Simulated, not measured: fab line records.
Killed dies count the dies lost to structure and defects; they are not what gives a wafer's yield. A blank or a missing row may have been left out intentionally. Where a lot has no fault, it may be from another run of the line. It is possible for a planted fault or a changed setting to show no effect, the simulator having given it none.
Which tool was responsible?	flow nand_harc	10 lots with 30 wafers sampled at 7 steps, on a route of 1159 steps

WHAT EACH GAUGE READ, for each wafer
NHARC_A_CHANNEL_HOLE_D1_CD_MEAS_18. Usual: cd_nm reads 100.7 nm (standard deviation 2.7).
lot	measured	on	cd_nm (nm)	flag
L741	day 8 19:30	cd_sem-01	101.4 98.0 102.9	
L743	day 8 19:40	cd_sem-02	99.9 101.1 99.9	
L747	day 9 21:05	cd_sem-03	98.3 104.6 101.0	
L748	day 10 10:20	cd_sem-03	103.6 99.9 102.4	
L754	day 11 21:14	cd_sem-03	99.0 100.6 95.5	
L753	day 11 21:25	cd_sem-02	102.0 99.2 105.0	
L759	day 13 08:28	cd_sem-02	99.2 103.7 98.5	
L760	day 13 09:01	cd_sem-03	100.7 102.3 104.8	
L761	day 13 09:50	cd_sem-01	101.3 98.4 100.2	
L762	day 13 22:50	cd_sem-01	99.4 100.5 97.5	

NHARC_A_CHANNEL_HOLE_D1_CD_MEAS_30. Usual: cd_nm reads 90.9 nm (standard deviation 1.5).
lot	measured	on	cd_nm (nm)	flag
L741	day 9 01:06	cd_sem-03	90.3 89.4 91.1	
L743	day 9 01:16	cd_sem-03	91.5 87.9 90.4	
L747	day 10 02:43	cd_sem-01	91.6 89.4 91.0	
L748	day 10 16:06	cd_sem-03	89.9 91.3 90.2	
L754	day 12 02:49	cd_sem-01	0.9 1.8 0.3	OFF
L753	day 12 02:59	cd_sem-03	0.6 1.1 -0.3	OFF
L759	day 13 14:02	cd_sem-02	91.0 90.5 93.8	
L760	day 13 14:38	cd_sem-02	92.2 91.4 91.2	
L761	day 13 18:13	cd_sem-01	87.6 86.6 92.1	
L762	day 14 08:37	cd_sem-01	89.7 88.5 90.5	

NHARC_END_SORT_01. Usual: killed_at_array 30, standard deviation 10; killed_at_other 0.5, standard deviation 0.82; killed_at_periphery 2.9, standard deviation 2; killed_dies 34, standard deviation 11; killed_open 3.2, standard deviation 1.8; killed_short 2.0, standard deviation 1.4.
lot	measured	on	killed_at_array	killed_at_other	killed_at_periphery	killed_dies	killed_open	killed_short	flag
L754	day 24 07:23	prober-01	672 676 675	1 0 0	4 1 2	677 677 677	9 11 6	3 7 7	OFF
L753	day 23 16:49	prober-02	674 676 674	0 1 0	3 0 3	677 677 677	2 2 6	3 5 5	OFF

WHICH TOOL RAN EACH LOT (tool, then ch and the chambers of the sampled wafers, then the start)
lot	NHARC_A_CHANNEL_HOLE_D1_ETCH_16	NHARC_A_CHANNEL_HOLE_D1_ETCH_21	NHARC_A_CHANNEL_HOLE_D1_ETCH_44	NHARC_A_CHANNEL_HOLE_D1_XSEM_31
L741	rie_diel-04 ch 0,1,2, day 8 19:30 or earlier	har_etch-02 ch 0, day 8 20:04	rie_diel-05 ch 0,2,3, day 9 00:18	xsem-01 ch 0, day 9 01:11
L743	rie_diel-11 ch 1,2,3, day 8 19:40 or earlier	har_etch-01 ch 0,1, day 8 20:18	rie_diel-04 ch 0,2, day 9 00:28	xsem-02 ch 0, day 9 01:22
L747	rie_diel-05 ch 2,3, day 9 21:05 or earlier	har_etch-01 ch 0,1, day 9 21:41	rie_diel-11 ch 0,2,3, day 10 01:55	xsem-01 ch 0, day 10 02:48
L748	rie_diel-04 ch 0,2, day 10 10:20 or earlier	har_etch-01 ch 1, day 10 10:54	rie_diel-04 ch 1,2,3, day 10 15:11	xsem-02 ch 0, day 10 16:11
L754	rie_diel-11 ch 0,2, day 11 21:14 or earlier	har_etch-02 ch 0, day 11 21:49	rie_diel-11 ch 1,2,3, day 12 02:02	xsem-02 ch 0, day 12 02:54
L753	rie_diel-05 ch 1,2,3, day 11 21:25 or earlier	har_etch-01 ch 0,1, day 11 21:55	rie_diel-04 ch 2,3, day 12 02:11	xsem-01 ch 0, day 12 03:04
L759	rie_diel-11 ch 0,1,3, day 13 08:28 or earlier	har_etch-01 ch 0,1, day 13 09:02	rie_diel-11 ch 0,3, day 13 13:14	xsem-01 ch 0, day 13 14:07
L760	rie_diel-05 ch 0,1,2, day 13 09:01 or earlier	har_etch-02 ch 0,1, day 13 09:31	rie_diel-04 ch 0,1,2, day 13 13:49	xsem-01 ch 0, day 13 14:43
L761	rie_diel-11 ch 1,2,3, day 13 09:50 or earlier	har_etch-01 ch 0,1, day 13 13:11	rie_diel-04 ch 0,1,2, day 13 17:25	xsem-01 ch 0, day 13 18:19
L762	rie_diel-11 ch 0,1,3, day 13 22:50 or earlier	har_etch-02 ch 0,1, day 14 03:32	rie_diel-04 ch 2,3, day 14 07:49	xsem-01 ch 0, day 14 08:43
- NHARC_A_CHANNEL_HOLE_D1_ETCH_16: etches the open film in O2/COS, target depth 3100 nm, time 806 s.
- NHARC_A_CHANNEL_HOLE_D1_ETCH_21: etches the open film in C4F8/O2/Ar, time 514.3 s, target depth 1600 nm.
- NHARC_A_CHANNEL_HOLE_D1_ETCH_44: etches the open film in CF4/O2, target depth 140 nm, overetch 14 nm, time 77 s.
- NHARC_A_CHANNEL_HOLE_D1_XSEM_31

WHAT THE TOOLS THEMSELVES READ (means of the sampled wafers that have a number; where no wafer has one, the mark that the record gives instead)
NHARC_A_CHANNEL_HOLE_D1_ETCH_16. Usual: bias_w is 299.9 W with standard deviation 1, chamber_pressure_mTorr is 20.001 mTorr with standard deviation 0.017, drypump_motor_current_A is 5.8 A with standard deviation 0.47, oes_product_au is 1.001 a.u. with standard deviation 0.016, rf_vpp_V is 314.0 V with standard deviation 1.8, showerhead_plenum_p_Torr is 3.11 Torr with standard deviation 0.11, and throttle_valve_pct is 28.330 % with standard deviation 0.009.
lot	tool	bias_w (W)	chamber_pressure_mTorr (mTorr)	drypump_motor_current_A (A)	oes_product_au (a.u.)	rf_vpp_V (V)	showerhead_plenum_p_Torr (Torr)	throttle_valve_pct (%)	flag
L741	rie_diel-04	300.3	19.994	5.9	1.013	315.6	3.19	28.332	
L743	rie_diel-11	299.6	20.004	5.9	1.015	313.3	3.05	28.327	
L747	rie_diel-05	299.6	19.995	5.4	1.005	314.0	3.06	28.336	
L748	rie_diel-04	300.7	19.992	6.0	0.995	314.0	3.07	28.332	
L754	rie_diel-11	299.8	20.006	6.2	0.974	314.1	3.08	28.332	
L753	rie_diel-05	299.9	20.018	5.8	1.009	312.6	3.06	28.327	
L759	rie_diel-11	299.6	20.002	5.6	1.002	313.2	3.05	28.334	
L760	rie_diel-05	300.1	20.007	6.2	1.006	313.4	3.10	28.332	
L761	rie_diel-11	299.3	20.008	5.9	0.988	312.9	3.05	28.329	
L762	rie_diel-11	299.1	20.007	5.5	0.996	313.5	3.05	28.323	

NHARC_A_CHANNEL_HOLE_D1_ETCH_21. Usual: c4f8_flow_sccm 89.28 sccm, standard deviation 0.27; chamber_pressure_mTorr 20.003 mTorr, standard deviation 0.018; drypump_motor_current_A 6.1 A, standard deviation 0.33; showerhead_plenum_p_Torr 3.74 Torr, standard deviation 0.15; throttle_valve_pct 32.155 %, standard deviation 0.0099.
lot	tool	c4f8_flow_sccm (sccm)	chamber_pressure_mTorr (mTorr)	drypump_motor_current_A (A)	showerhead_plenum_p_Torr (Torr)	throttle_valve_pct (%)	flag
L741	har_etch-02	89.00	19.998	6.2	3.51	32.167	
L743	har_etch-01	89.39	20.011	5.8	3.82	32.162	
L747	har_etch-01	89.28	19.995	5.8	3.82	32.149	
L748	har_etch-01	89.32	20.002	5.8	3.82	32.154	
L754	har_etch-02	-	-	-	-	-	OFF
L753	har_etch-01	-	-	-	-	-	OFF
L759	har_etch-01	89.31	20.003	5.8	3.79	32.152	
L760	har_etch-02	89.07	20.014	6.3	3.60	32.154	
L761	har_etch-01	89.20	19.992	5.8	3.79	32.151	
L762	har_etch-02	89.42	20.008	6.5	3.72	32.163	

NHARC_A_CHANNEL_HOLE_D1_ETCH_44. Usual: bias_w 100.02 W, standard deviation 0.29; cf4_flow_sccm 80.01 sccm, standard deviation 0.22; drypump_motor_current_A 5.8 A, standard deviation 0.41; oes_ar_750_au 0.999 a.u., standard deviation 0.0048; oes_product_au 1.000 a.u., standard deviation 0.016; rf_vpp_V 197.8 V, standard deviation 1.3; showerhead_plenum_p_Torr 1.34 Torr, standard deviation 0.054; throttle_valve_pct 13.397 %, standard deviation 0.009.
lot	tool	bias_w (W)	cf4_flow_sccm (sccm)	drypump_motor_current_A (A)	oes_ar_750_au (a.u.)	oes_product_au (a.u.)	rf_vpp_V (V)	showerhead_plenum_p_Torr (Torr)	throttle_valve_pct (%)	flag
L741	rie_diel-05	100.17	79.97	5.7	0.998	1.006	197.2	1.30	13.403	
L743	rie_diel-04	100.30	80.04	6.1	1.004	1.005	197.9	1.35	13.402	
L747	rie_diel-11	100.08	80.06	5.9	1.003	0.990	197.3	1.32	13.406	
L748	rie_diel-04	99.73	79.97	5.7	0.994	1.009	198.1	1.37	13.392	
L754	rie_diel-11	99.82	80.21	5.9	1.005	0.995	197.5	1.30	13.395	
L753	rie_diel-04	99.95	79.89	5.8	1.000	1.000	197.4	1.32	13.395	
L759	rie_diel-11	100.09	79.87	5.6	0.999	1.004	197.3	1.32	13.388	
L760	rie_diel-04	99.78	79.88	5.9	1.004	0.997	198.6	1.36	13.410	
L761	rie_diel-04	100.07	79.91	5.9	0.997	1.006	197.7	1.36	13.393	
L762	rie_diel-04	100.47	80.15	5.8	0.996	1.000	197.3	1.32	13.402	

NHARC_A_CHANNEL_HOLE_D1_XSEM_31. Usual: bot_cd_nm 75.6 nm, standard deviation 1.4; bow_nm 8.8 nm, standard deviation 0.31; tilt_deg 0.08 degrees, standard deviation 0.049.
lot	tool	bot_cd_nm (nm)	bow_nm (nm)	tilt_deg (degrees)	flag
L741	xsem-01	75.2	8.8	0.09	
L743	xsem-02	74.9	8.7	0.04	
L747	xsem-01	74.3	9.0	0.23	OFF
L748	xsem-02	74.9	8.9	0.00	
L754	xsem-02	1.5	0.0	0.04	OFF
L753	xsem-01	0.4	0.7	0.05	OFF
L759	xsem-01	76.3	8.7	0.13	
L760	xsem-01	75.3	8.2	0.08	
L761	xsem-01	73.6	9.3	0.14	
L762	xsem-01	74.6	8.8	0.07	

THE ANSWER, worked out from the rows above alone
Rule: take the mean of a lot's wafers that have a number; if it is more than 3 standard deviations from the usual mean, the lot is off. A lot without any number at a reading at which 4 lots or more have one is off too. The other lots that the step has rows for count as sound. The gauges are gone through in route order, then the tools' own readings, and for those a lot's mean is taken as printed above. The first step at which some lot is off is used, and at that step the reading that is off furthest; a lot without a number counts as furthest.
Off, at NHARC_A_CHANNEL_HOLE_D1_CD_MEAS_30 on cd_nm: L754, L753.
If a tool, at a process step before that reading, ran all the lots that are off and no sound lot after the first of them, it fits. Not tried: the gauges at NHARC_A_CHANNEL_HOLE_D1_CD_MEAS_30; whatever is off there is also off at NHARC_END_SORT_01, on other tools, and gauge error can't account for it. NHARC_A_CHANNEL_HOLE_D1_ETCH_16: start missing for some lots; hours and lot order therefore follow NHARC_A_CHANNEL_HOLE_D1_CD_MEAS_18. Of those tried, none fits.

WHAT THE SIMULATOR HAD INSERTED
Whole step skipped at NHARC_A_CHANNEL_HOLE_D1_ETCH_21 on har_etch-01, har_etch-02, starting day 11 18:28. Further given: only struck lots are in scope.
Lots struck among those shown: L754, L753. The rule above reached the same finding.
